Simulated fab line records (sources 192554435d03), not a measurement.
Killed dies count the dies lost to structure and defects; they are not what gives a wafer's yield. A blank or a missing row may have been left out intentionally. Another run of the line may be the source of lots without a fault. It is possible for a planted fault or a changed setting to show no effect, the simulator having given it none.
fab line records	flow n5Finfet
record lots=7	wafers=21
route steps=1938 shown BEOL_M8@1377 BEOL_M9@1411 BEOL_M11@1541
startH: hours from the record's opening day to when the first of the lot's shown wafers began	waitH: time in hours since the lot's previous step	" the same as in the row above	L1.1+2: a row that stands for several wafers	- no value present, or no start provided	* or withheld: withheld	< > ~ a bound
route shown NAME@n: a module of which the file shows steps, and the number in the route of the first	usual: average and standard deviation across the fault-free wafers	same: alike in all rows	chamber/n: place in a boat	sites: the reading at each site	_std_site: the standard deviation of these	_edge_site: mean of outer sites minus mean of inner sites	radiusMm: how far each site lies from the wafer's centre	mask NAME#n: copy n	behind: the most recent tool/chamber to have shaped the wafer	hold: why the lot was held/for how many hours/how that ended	device: the n, p or np transistor that did not switch	end of line: tests run on the same wafers once the route is complete	a step given without rows: its recipe and nothing more	killed: dies that structure and defects cost at the first sort, which is not the same as the wafer's yield	map: shows each die of a wafer: x if killed, . if not, _ if none is there
set.NAME: the setting that was run; set.NAME@STEP: the one run at that earlier step	model.NAME: the simulator's own value behind a step, which no gauge read
lots run with intentionally changed settings; tables by step, rows by wafer
## steps
# step N5_BEOL_M8_TRENCH_ETCH_37
# recipe chemistry=C4F6/O2	targetDepthA=934.78	target=SiCOH_lowk	timeS=31.2	ionEnergyEv=250	pressureMtorr=30	sourceW=345	biasW=185	Ar_flow_sccm=300	C4F6_flow_sccm=10	O2_flow_sccm=10
lot.wafer	tool	chamber	startH	waitH	set.timeS	model.BEOL_M8.featureDepthNm	model.etch.depthNm
L080.1	rieDiel-04	2	-	-	31.2	95.4	95.3
L080.4	"	0	"	"	31.2	89.6	89.54
L080.5	"	0	"	"	31.2	89.8	89.85
L083.3	rieDiel-06	2	-	-	27.7	83.2	83.3
L083.4	"	1	"	"	27.7	83.6	83.58
L083.6	"	2	"	"	27.7	83.6	83.5
L087.2	rieDiel-06	2	-	-	31.2	93.4	93.41
L087.3	"	3	"	"	31.2	95.2	95.22
L087.5	"	3	"	"	31.2	94.8	94.71
L091.2	rieDiel-06	2	-	-	31.2	93.8	93.76
L091.5	"	1	"	"	31.2	92.8	92.79
L091.6	"	0	"	"	31.2	92.2	92.22
L096.1	rieDiel-05	1	-	-	31.2	92.8	92.85
L096.3	"	2	"	"	28.59	82.4	82.41
L096.6	"	0	"	"	28.59	86.6	86.63
L095.3	rieDiel-06	0	-	-	31.2	93	92.96
L095.4	"	3	"	"	31.2	96.8	96.77
L095.5	"	3	"	"	27.23	84.8	84.86
L097.4	rieDiel-04	2	-	-	31.2	93.8	93.8
L097.5	"	1	"	"	25.66	75.4	75.47
L097.6	"	0	"	"	31.2	92.8	92.74
# step N5_BEOL_M8_ETCH_41
# recipe chemistry=CH3F/O2	target=SiCN	targetDepthA=319	taperDeg=2	timeS=57.8	ionEnergyEv=120	maskMaterial=TiN	pressureMtorr=30	sourceW=395	biasW=75	Ar_flow_sccm=150	CH3F_flow_sccm=30	O2_flow_sccm=20
# step N5_BEOL_M8_STRIP_80
# recipe chemistry=N2/H2	timeS=10	powerW=450	tempC=40	pressureMtorr=20	rfFrequencyHz=6e+07	biasPowerW=7	n2FlowSccm=200	h2FlowSccm=200
# step N5_BEOL_M8_OCD_MEAS_38
# usual trenchDepthNm=93.1/1.7
lot.wafer	tool	chamber	startH	waitH	set.timeS@BEOL_M8_TRENCH_ETCH_37	trenchDepthNm
L080.1	ocd-01	-	233.05	-	31.2	95.2
L080.4	"	-	"	"	31.2	89.5
L080.5	"	-	"	"	31.2	90.4
L083.3	ocd-02	-	239.08	-	27.7	83.2
L083.4	"	-	"	"	27.7	83.7
L083.6	"	-	"	"	27.7	83.5
L087.2	ocd-01	-	276.89	-	31.2	93.3
L087.3	"	-	"	"	31.2	95.4
L087.5	"	-	"	"	31.2	95.0
L091.2	ocd-01	-	296.82	-	31.2	93.3
L091.5	"	-	"	"	31.2	92.1
L091.6	"	-	"	"	31.2	92.2
L096.1	ocd-01	-	329.37	-	31.2	92.7
L096.3	"	-	"	"	28.59	82.4
L096.6	"	-	"	"	28.59	86.7
L095.3	ocd-01	-	329.72	-	31.2	92.8
L095.4	"	-	"	"	31.2	96.3
L095.5	"	-	"	"	27.23	84.8
L097.4	ocd-02	-	331.90	-	31.2	94.1
L097.5	"	-	"	"	25.66	75.5
L097.6	"	-	"	"	31.2	93.0
# step N5_BEOL_M8_HM_STRIP_39
# recipe chemistry=peroxideTinStrip	material=TiN	targetDepthA=250	tempC=50	timeS=158
# step N5_BEOL_M8_SRD_40
# recipe timeS=30	tempC=23	rinseLiquid=diw	dry=ipaMarangoni
# step N5_BEOL_M8_ECD_50
# recipe material=Cu	targetThkA=3000
# step N5_BEOL_M8_ANNEAL_51
# recipe tempC=225	timeS=90	ambient=N2
# step N5_BEOL_M8_CMP_52
# recipe stopOn=SiCOH_lowk	tOverpolishS=6.9	downForcePsi=1	platenRpm=50	clearingPlatenDownForcePsi=1.5	clearingPlatenRpm=50	postCmpClean=cuAlkaline	targetThkNm=80	clearingPlatenPadVelocityMS=0.99484	padVelocityMS=0.99484
lot.wafer	tool	chamber	startH	waitH	set.timeS@BEOL_M8_TRENCH_ETCH_37	model.Cu_of_BEOL_M8_ECD_50.thkNm
L080.1	cmp-03	2	237.13	0.5	31.2	79.8
L080.4	"	3	"	"	31.2	75.2
L080.5	"	2	"	"	31.2	75.6
L083.3	cmp-04	2	242.00	0.2	27.7	71
L083.4	"	3	"	"	27.7	70.8
L083.6	"	1	"	"	27.7	67.6
L087.2	cmp-02	3	279.56	0.2	31.2	80.2
L087.3	"	1	"	"	31.2	81.2
L087.5	"	3	"	"	31.2	81.8
L091.2	cmp-04	0	299.09	0.3	31.2	81
L091.5	"	2	"	"	31.2	82.4
L091.6	"	3	"	"	31.2	80.8
L096.1	cmp-04	1	331.55	0.3	31.2	79.2
L096.3	"	3	"	"	28.59	70.6
L096.6	"	0	"	"	28.59	74
L095.4	cmp-02	1	332.45	0.2	31.2	82
L095.3	"	3	"	"	31.2	80.6
L095.5	"	0	"	"	27.23	70.2
L097.4	cmp-02	2	336.60	0.1	31.2	79.4
L097.6	"	2	"	"	31.2	79.2
L097.5	"	3	"	"	25.66	63
# step N5_BEOL_M8_THK_MEAS_53
# recipe thkMeasGauge=xrf	reads=Cu_of_BEOL_M8_ECD_50
# usual M8_THK=79.3/2.2
lot.wafer	tool	chamber	startH	waitH	set.timeS@BEOL_M8_TRENCH_ETCH_37	M8_THK[nm]
L080.1	filmMetro-02	-	237.39	-	31.2	79.2
L080.4	"	-	"	"	31.2	74.5
L080.5	"	-	"	"	31.2	74.8
L083.3	filmMetro-02	-	242.26	-	27.7	70.2
L083.4	"	-	"	"	27.7	70.1
L083.6	"	-	"	"	27.7	66.9
L087.2	filmMetro-01	-	279.84	-	31.2	79.5
L087.3	"	-	"	"	31.2	80.3
L087.5	"	-	"	"	31.2	81.0
L091.2	filmMetro-01	-	299.31	-	31.2	81.1
L091.5	"	-	"	"	31.2	82.3
L091.6	"	-	"	"	31.2	80.8
L096.1	filmMetro-02	-	331.81	-	31.2	79.0
L096.3	"	-	"	"	28.59	70.6
L096.6	"	-	"	"	28.59	73.5
L095.3	filmMetro-02	-	332.71	-	31.2	80.4
L095.4	"	-	"	"	31.2	82.1
L095.5	"	-	"	"	27.23	70.5
L097.4	filmMetro-01	-	336.89	-	31.2	78.9
L097.5	"	-	"	"	25.66	62.8
L097.6	"	-	"	"	31.2	78.7
# step N5_BEOL_M8_PRE_CLEAN_55
# recipe gas=NH3	timeS=15	tempC=withheld	rfPowerW=300
# step N5_BEOL_M8_DEP_56
# recipe material=SiCN	targetThkA=100	tempC=withheld	precursor=3MS/NH3	pressureTorr=3	rfW=202	timeS=17.5
# step N5_BEOL_M8_RS_MEAS_57
# recipe thkMeasGauge=four-point-probe	reads=Cu_of_BEOL_M8_ECD_50+Co_of_BEOL_M8_CVD_78+TaN_of_BEOL_M8_ALD_77
# usual M8_RS=0.287/0.0099
lot.wafer	tool	chamber	startH	waitH	set.timeS@BEOL_M8_TRENCH_ETCH_37	M8_RS[ohm/sq]
L080.1	filmMetro-02	-	237.52	0.1	31.2	0.287
L080.4	"	-	"	"	31.2	0.308
L080.5	"	-	"	"	31.2	0.306
L083.3	filmMetro-01	-	242.39	0.1	27.7	0.330
L083.4	"	-	"	"	27.7	0.330
L083.6	"	-	"	"	27.7	0.350
L087.2	filmMetro-01	-	279.97	0.1	31.2	0.285
L087.3	"	-	"	"	31.2	0.281
L087.5	"	-	"	"	31.2	0.279
L091.2	filmMetro-01	-	299.44	0.1	31.2	0.282
L091.5	"	-	"	"	31.2	0.277
L091.6	"	-	"	"	31.2	0.283
L096.1	filmMetro-01	-	331.94	0.1	31.2	0.290
L096.3	"	-	"	"	28.59	0.332
L096.6	"	-	"	"	28.59	0.315
L095.3	filmMetro-02	-	332.84	0.1	31.2	0.284
L095.4	"	-	"	"	31.2	0.278
L095.5	"	-	"	"	27.23	0.334
L097.4	filmMetro-01	-	337.02	0.0	31.2	0.288
L097.5	"	-	"	"	25.66	0.382
L097.6	"	-	"	"	31.2	0.290
# step N5_BEOL_M9_EXPOSE_08
# recipe maskId=M9	na=1.35	sourceShape=dipole	sigmaInner=0.411	sigmaOuter=0.611	polarization=te	doseMj=53.75
lot.wafer	tool	chamber	startH	waitH	mask	set.doseMj
L080.1+5	arfiScanner-01	0	239.12	-	M9#0	57.05
L080.4	"	0	"	"	M9#0	53.75
L083.3+6	arfiScanner-02	0	244.62	-	M9#0	52.3
L083.4	"	0	"	"	M9#0	53.75
L087.2+3+5	arfiScanner-01	0	281.75	-	M9#0	53.75
L091.2+5+6	arfiScanner-02	0	300.72	-	M9#0	53.75
L096.1+6	arfiScanner-01	0	334.36	-	M9#0	53.75
L096.3	"	0	"	"	M9#0	55.25
L095.3+4	arfiScanner-02	0	336.16	-	M9#0	55.74
L095.5	"	0	"	"	M9#0	53.75
L097.4	arfiScanner-02	0	339.64	-	M9#0	53.75
L097.5+6	"	0	"	"	M9#0	56.3
# step N5_BEOL_M9_PEB_09
# recipe pebTempC=withheld	pebTimeS=60	resist=CAR-ArF
# step N5_BEOL_M9_DEVELOP_10
# recipe developTimeS=30	developer=TMAH	resist=CAR-ArF	rinseLiquid=diw	dry=airSpin	devTempC=23
# step N5_BEOL_M9_CD_MEAS_11
# recipe targetCdNm=64.1	landingEnergyEv=500	detector=seInlens	polarity=opening
# usual cdNm=63.8/0.69
lot.wafer	tool	chamber	startH	waitH	set.doseMj@BEOL_M9_EXPOSE_08	cdNm
L080.1	cdSem-01	0	239.24	-	57.05	68.2
L080.4	"	0	"	"	53.75	64.6
L080.5	"	0	"	"	57.05	67.6
L083.3	cdSem-03	0	244.74	-	52.3	63.3
L083.4	"	0	"	"	53.75	64.3
L083.6	"	0	"	"	52.3	62.9
L087.2	cdSem-02	0	281.87	-	53.75	62.9
L087.3	"	0	"	"	53.75	62.6
L087.5	"	0	"	"	53.75	62.2
L091.2	cdSem-02	0	300.84	-	53.75	62.9
L091.5	"	0	"	"	53.75	63.5
L091.6	"	0	"	"	53.75	63.7
L096.1	cdSem-03	0	334.48	-	53.75	63.2
L096.3	"	0	"	"	55.25	64.8
L096.6	"	0	"	"	53.75	63.3
L095.3	cdSem-01	0	336.28	-	55.74	65.3
L095.4	"	0	"	"	55.74	65.9
L095.5	"	0	"	"	53.75	63.7
L097.4	cdSem-03	0	339.75	-	53.75	63.6
L097.5	"	0	"	"	56.3	65.7
L097.6	"	0	"	"	56.3	66.8
# step N5_BEOL_M9_DESCUM_16
# recipe chemistry=O2	timeS=7.9	sourcePowerW=50	biasPowerW=20	pressureMtorr=20	rfFrequencyHz=2.712e+07	tempC=40	resist=CAR-ArF	o2FlowSccm=225
# step N5_BEOL_M9_ETCH_61
# recipe chemistry=CF4	target=SiARC	targetDepthA=390	maskMaterial=CAR-ArF	timeS=65	ionEnergyEv=80	pressureMtorr=40	sourceW=545	biasW=36	Ar_flow_sccm=100	cf4FlowSccm=100	ends=cleared
lot.wafer	tool	chamber	startH	waitH	set.doseMj@BEOL_M9_EXPOSE_08	model.BEOL_M9.cdOffsetNm
L080.1+5	rieDiel-01	1,3	239.37	0.0	57.05	4
L080.4	"	2	"	"	53.75	0.4
L083.3	rieDiel-01	3	244.86	0.0	52.3	-0.8
L083.4	"	2	"	"	53.75	0.2
L083.6	"	3	"	"	52.3	-1.4
L087.2	rieDiel-01	0	282.20	0.0	53.75	-1.4
L087.3	"	3	"	"	53.75	-1
L087.5	"	2	"	"	53.75	-2
L091.2	rieDiel-02	0	300.96	0.0	53.75	-1
L091.5	"	2	"	"	53.75	0
L091.6	"	1	"	"	53.75	-0.6
L096.1+6	rieDiel-03	2	334.73	0.0	53.75	-0.6
L096.3	"	3	"	"	55.25	0.6
L095.3	rieDiel-03	3	336.40	0.0	55.74	1
L095.4	"	0	"	"	55.74	1.8
L095.5	"	1	"	"	53.75	-0.6
L097.4	rieDiel-01	1	339.98	0.0	53.75	-0.2
L097.5	"	2	"	"	56.3	2
L097.6	"	1	"	"	56.3	2.6
# step N5_BEOL_M9_ETCH_62
# recipe chemistry=N2/H2	target=SOC	targetDepthA=1100	overetchA=220	maskMaterial=SiARC	tempC=40	timeS=165	ionEnergyEv=200	pressureMtorr=30	sourceW=840	biasW=150	n2FlowSccm=200	h2FlowSccm=200
# usual rfVppV=524.9/2
lot.wafer	tool	chamber	startH	waitH	set.sourceW	set.doseMj@BEOL_M9_EXPOSE_08	rfVppV	model.BEOL_M9.cdOffsetNm
L080.1	rieDiel-01	1	239.42	0.0	840	57.05	527.1	3.6
L080.4	"	2	"	"	840	53.75	526.4	0
L080.5	"	3	"	"	840	57.05	521.9	3.6
L083.3	rieDiel-01	3	244.91	0.0	840	52.3	522.7	-1
L083.4	"	2	"	"	840	53.75	526.5	-0.4
L083.6	"	3	"	"	840	52.3	523.9	-1.6
L087.2	rieDiel-01	0	282.25	0.0	840	53.75	524.7	-1
L087.3	"	3	"	"	840	53.75	522.0	-1.2
L087.5	"	2	"	"	840	53.75	525.8	-2.2
L091.2	rieDiel-02	0	301.01	0.0	840	53.75	525.5	-1.4
L091.5	"	2	"	"	840	53.75	522.0	-0.6
L091.6	"	1	"	"	840	53.75	522.7	-0.6
L096.1	rieDiel-03	2	334.78	0.0	923.3	53.75	504.1	-0.4
L096.3	"	3	"	"	840	55.25	525.6	0.2
L096.6	"	2	"	"	840	53.75	521.9	-0.8
L095.3	rieDiel-03	3	336.45	0.0	840	55.74	525.0	0.8
L095.4	"	0	"	"	840	55.74	525.1	2
L095.5	"	1	"	"	840	53.75	526.9	-0.6
L097.4	rieDiel-01	1	340.03	0.0	840	53.75	527.1	-0.2
L097.5	"	2	"	"	711.4	56.3	557.2	1.4
L097.6	"	1	"	"	711.4	56.3	557.3	2
# step N5_BEOL_M9_STRIP_68
# recipe chemistry=N2/H2	tempC=40	n2FlowSccm=200	h2FlowSccm=200	rfFrequencyHz=6e+07
# step N5_BEOL_M9_STRIP_67
# recipe chemistry=CF4	resist=SiARC	powerW=300	biasPowerW=75	pressureMtorr=50	cf4FlowSccm=150	rfFrequencyHz=6e+07
# step N5_BEOL_M9_HM_OPEN_17
# recipe chemistry=Cl2/BCl3	targetDepthA=200	overetchA=60	target=TiN	maskMaterial=SOC	ionEnergyEv=150	pressureMtorr=10	icpW=1000	biasW=126	Cl2_flow_sccm=53.25	bcl3FlowSccm=21.75	Ar_flow_sccm=25
lot.wafer	tool	chamber	startH	waitH	set.doseMj@BEOL_M9_EXPOSE_08	model.BEOL_M9.cdOffsetNm
L080.1	rieMetal-02	1	239.61	0.0	57.05	3.6
L080.4	"	1	"	"	53.75	0
L080.5	"	0	"	"	57.05	3.8
L083.3	rieMetal-03	0	245.13	0.1	52.3	-0.8
L083.4	"	1	"	"	53.75	-0.2
L083.6	"	1	"	"	52.3	-1.6
L087.2+3	rieMetal-02	1	282.43	0.0	53.75	-1
L087.5	"	1	"	"	53.75	-2
L091.2	rieMetal-01	1	301.20	0.0	53.75	-1.2
L091.5+6	"	0,1	"	"	53.75	-0.6
L096.1	rieMetal-03	0	334.97	0.0	53.75	-0.6
L096.3	"	1	"	"	55.25	0.2
L096.6	"	1	"	"	53.75	-0.8
L095.3	rieMetal-01	0	336.67	0.1	55.74	1
L095.4	"	1	"	"	55.74	2
L095.5	"	1	"	"	53.75	-0.6
L097.4	rieMetal-02	0	340.31	0.1	53.75	-0.2
L097.5	"	0	"	"	56.3	1.6
L097.6	"	0	"	"	56.3	2
# step N5_BEOL_M9_STRIP_19
# recipe chemistry=O2	powerW=400	tempC=40	pressureMtorr=30	rfFrequencyHz=6e+07	biasPowerW=0	overashFraction=0.2	o2FlowSccm=225
# step N5_BEOL_M9_CD_MEAS_18
# recipe pitchNm=140	targetCdNm=70
# usual cdNm=69.7/0.79
lot.wafer	tool	chamber	startH	waitH	set.doseMj@BEOL_M9_EXPOSE_08	cdNm
L080.1	cdSem-02	-	239.79	0.0	57.05	73.9
L080.4	"	-	"	"	53.75	69.9
L080.5	"	-	"	"	57.05	73.8
L083.3	cdSem-02	-	245.28	0.1	52.3	69.0
L083.4	"	-	"	"	53.75	69.6
L083.6	"	-	"	"	52.3	68.6
L087.2	cdSem-02	-	282.66	0.1	53.75	68.7
L087.3	"	-	"	"	53.75	69.1
L087.5	"	-	"	"	53.75	67.9
L091.2	cdSem-02	-	301.38	0.1	53.75	69.0
L091.5	"	-	"	"	53.75	69.3
L091.6	"	-	"	"	53.75	69.4
L096.1	cdSem-03	-	335.25	0.0	53.75	69.3
L096.3	"	-	"	"	55.25	70.4
L096.6	"	-	"	"	53.75	69.2
L095.3	cdSem-02	-	336.84	0.1	55.74	70.7
L095.4	"	-	"	"	55.74	72.0
L095.5	"	-	"	"	53.75	69.3
L097.4	cdSem-01	-	340.50	0.1	53.75	70.0
L097.5	"	-	"	"	56.3	71.2
L097.6	"	-	"	"	56.3	71.8
# step N5_BEOL_M9_COAT_63
# recipe resist=SOC	tempC=250	timeS=60	spinRpm=1500	resistThkNm=60
# step N5_BEOL_M9_COAT_64
# recipe resist=SiARC	tempC=220	timeS=60	spinRpm=1500	resistThkNm=12
# step N5_BEOL_M9_PRECLEAN_42
# recipe chemistry=residueRemover	timeS=60	tempC=40
# step N5_BEOL_M9_SRD_43
# recipe timeS=30	tempC=23	rinseLiquid=diw	dry=ipaMarangoni
# step N5_BEOL_M9_CD_MEAS_35
# recipe targetCdNm=70	targetCdYNm=40	polarity=opening
# usual cdNm=69.7/0.82
lot.wafer	tool	chamber	startH	waitH	set.doseMj@BEOL_M9_EXPOSE_08	cdNm
L080.1	cdSem-01	-	240.82	0.0	57.05	73.4
L080.4	"	-	"	"	53.75	70.1
L080.5	"	-	"	"	57.05	73.3
L083.3	cdSem-03	-	246.46	0.0	52.3	69.1
L083.4	"	-	"	"	53.75	69.2
L083.6	"	-	"	"	52.3	68.0
L087.2	cdSem-01	-	284.09	0.0	53.75	68.9
L087.3	"	-	"	"	53.75	68.8
L087.5	"	-	"	"	53.75	68.3
L091.2	cdSem-01	-	302.67	0.0	53.75	68.6
L091.5	"	-	"	"	53.75	69.2
L091.6	"	-	"	"	53.75	68.9
L096.1	cdSem-01	-	336.41	0.0	53.75	69.2
L096.3	"	-	"	"	55.25	70.6
L096.6	"	-	"	"	53.75	69.7
L095.3	cdSem-02	-	339.65	0.0	55.74	70.8
L095.4	"	-	"	"	55.74	71.8
L095.5	"	-	"	"	53.75	69.1
L097.4	cdSem-02	-	341.90	0.0	53.75	69.5
L097.5	"	-	"	"	56.3	71.7
L097.6	"	-	"	"	56.3	72.1
# step N5_BEOL_M11_COAT_59
# recipe resist=SOC	tempC=250	timeS=60	spinRpm=1500	resistThkNm=100
lot.wafer	tool	chamber	startH	waitH	set.spinRpm	model.SOC_of_BEOL_M11_COAT_59.thkNm
L080.1	lithoTrack-03	0	254.94	0.1	1500	99.2
L080.4	"	0	"	"	1634	95.4
L080.5	"	0	"	"	1634	95.6
L083.3+4	lithoTrack-03	0	258.32	0.1	1500	99.8
L083.6	"	0	"	"	1374	104.8
L087.2+3	lithoTrack-04	0	293.91	0.1	1500	99.6
L087.5	"	0	"	"	1500	99.8
L091.2	lithoTrack-04	0	314.75	0.1	1500	99.6
L091.5	"	0	"	"	1602	96.4
L091.6	"	0	"	"	1602	96.6
L096.1	lithoTrack-03	0	351.92	0.1	1500	99.8
L096.3	"	0	"	"	1500	99.6
L096.6	"	0	"	"	1383	104
L095.3+5	lithoTrack-04	0	354.45	0.1	1617	96.6
L095.4	"	0	"	"	1617	97
L097.4+6	lithoTrack-04	0	357.11	0.1	1500	99.8
L097.5	"	0	"	"	1500	100.2
## key
split step=N5_BEOL_M8_TRENCH_ETCH_37	setting=timeS	stated=31.2	by=wafer
response step=N5_BEOL_M8_TRENCH_ETCH_37	reading=model.BEOL_M8.featureDepthNm	change=+0.943	per=1%	r=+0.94
response step=N5_BEOL_M8_TRENCH_ETCH_37	reading=model.etch.depthNm	change=+0.938	per=1%	r=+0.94
response step=N5_BEOL_M8_OCD_MEAS_38	reading=trenchDepthNm	change=+0.939	per=1%	r=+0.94
response step=N5_BEOL_M8_CMP_52	reading=model.Cu_of_BEOL_M8_ECD_50.thkNm	change=+0.893	per=1%	r=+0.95
response step=N5_BEOL_M8_THK_MEAS_53	reading=M8_THK	change=+0.877	per=1%	r=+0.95
response step=N5_BEOL_M8_RS_MEAS_57	reading=M8_RS	change=-0.00475	per=1%	r=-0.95
split step=N5_BEOL_M9_EXPOSE_08	setting=doseMj	stated=53.75	by=wafer
response step=N5_BEOL_M9_CD_MEAS_11	reading=cdNm	change=+0.54	per=1%	r=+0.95
response step=N5_BEOL_M9_ETCH_61	reading=model.BEOL_M9.cdOffsetNm	change=+0.542	per=1%	r=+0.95
response step=N5_BEOL_M9_ETCH_62	reading=model.BEOL_M9.cdOffsetNm	change=+0.485	per=1%	r=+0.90
response step=N5_BEOL_M9_HM_OPEN_17	reading=model.BEOL_M9.cdOffsetNm	change=+0.508	per=1%	r=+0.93
response step=N5_BEOL_M9_CD_MEAS_18	reading=cdNm	change=+0.495	per=1%	r=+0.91
response step=N5_BEOL_M9_CD_MEAS_35	reading=cdNm	change=+0.495	per=1%	r=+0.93
split step=N5_BEOL_M9_ETCH_62	setting=sourceW	stated=840	by=wafer
response step=N5_BEOL_M9_ETCH_62	reading=rfVppV	change=-1.97	per=1%	r=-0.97
split step=N5_BEOL_M11_COAT_59	setting=spinRpm	stated=1500	by=wafer
response step=N5_BEOL_M11_COAT_59	reading=model.SOC_of_BEOL_M11_COAT_59.thkNm	change=-0.504	per=1%	r=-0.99
